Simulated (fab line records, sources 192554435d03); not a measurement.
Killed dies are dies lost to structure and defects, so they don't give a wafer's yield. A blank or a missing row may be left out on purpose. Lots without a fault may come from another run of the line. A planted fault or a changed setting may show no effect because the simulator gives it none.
Chamber matching | flow n5_finfet | N5_BEOL_M3_CO_CAP_55 on cvd_co-02: 3 sister chambers
The step material Co, precursor CCTBA/H2, target thk 2 nm, time 102.1 s. 27 wafers are shown with their chamber, then 12 later ones without.

WAFERS WITH THEIR CHAMBER
wafer  | chamber | heater_power_w (W)
L075.2 | 0       | 244
L075.3 | 2       | 233
L075.4 | 1       | 195
L076.1 | 2       | 232
L076.3 | 1       | 196
L076.4 | 1       | 194
L077.2 | 2       | 229
L077.4 | 2       | 232
L077.5 | 0       | 244
L078.1 | 1       | 191
L078.2 | 2       | 231
L078.4 | 1       | 197
L079.2 | 2       | 235
L079.3 | 0       | 238
L079.5 | 0       | 241
L080.1 | 0       | 244
L080.5 | 1       | 195
L080.6 | 2       | 227
L085.2 | 1       | 193
L085.5 | 0       | 240
L085.6 | 1       | 197
L086.1 | 0       | 243
L086.3 | 1       | 198
L086.4 | 0       | 236
L087.3 | 2       | 228
L087.4 | 1       | 193
L087.6 | 2       | 232

SIGNATURES (means of the wafers above)
reading        | chamber 0 | chamber 1 | chamber 2 | scatter within a chamber
heater_power_w | 241.25    | 194.90    | 231.00    | 2.59
Rule: a wafer's distance from a chamber is the root of the sum, over the readings, of the square of ((its reading less the chamber's mean) divided by the reading's scatter). The wafer belongs to the nearest chamber; if the next one is less than 2 further off, it can't be placed. The scatter: the root of (the sum of the squares of (reading less its chamber's mean) over the shown wafers, divided by (wafers less chambers)).

WAFERS WITHOUT THEIR CHAMBER
wafer  | heater_power_w (W)
L089.4 | 195
L089.5 | 233
L089.6 | 240
L090.3 | 197
L090.5 | 247
L090.6 | 233
L091.1 | 241
L091.4 | 193
L091.5 | 234
L095.1 | 244
L095.5 | 235
L095.6 | 241

WHICH CHAMBER EACH WENT THROUGH
wafer  | from the rows above     | in truth
L089.4 | 1                       | 1
L089.5 | 2                       | 2
L089.6 | 0                       | 0
L090.3 | 1                       | 1
L090.5 | 0                       | 0
L090.6 | 2                       | 2
L091.1 | 0                       | 0
L091.4 | 1                       | 1
L091.5 | can't be placed: 2 or 0 | 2
L095.1 | 0                       | 0
L095.5 | can't be placed: 2 or 0 | 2
L095.6 | 0                       | 0
Placed correctly: 10 of 12. Can't be placed from these rows: 2 (the true chamber is among the candidates in 2). Placed wrongly: 0.
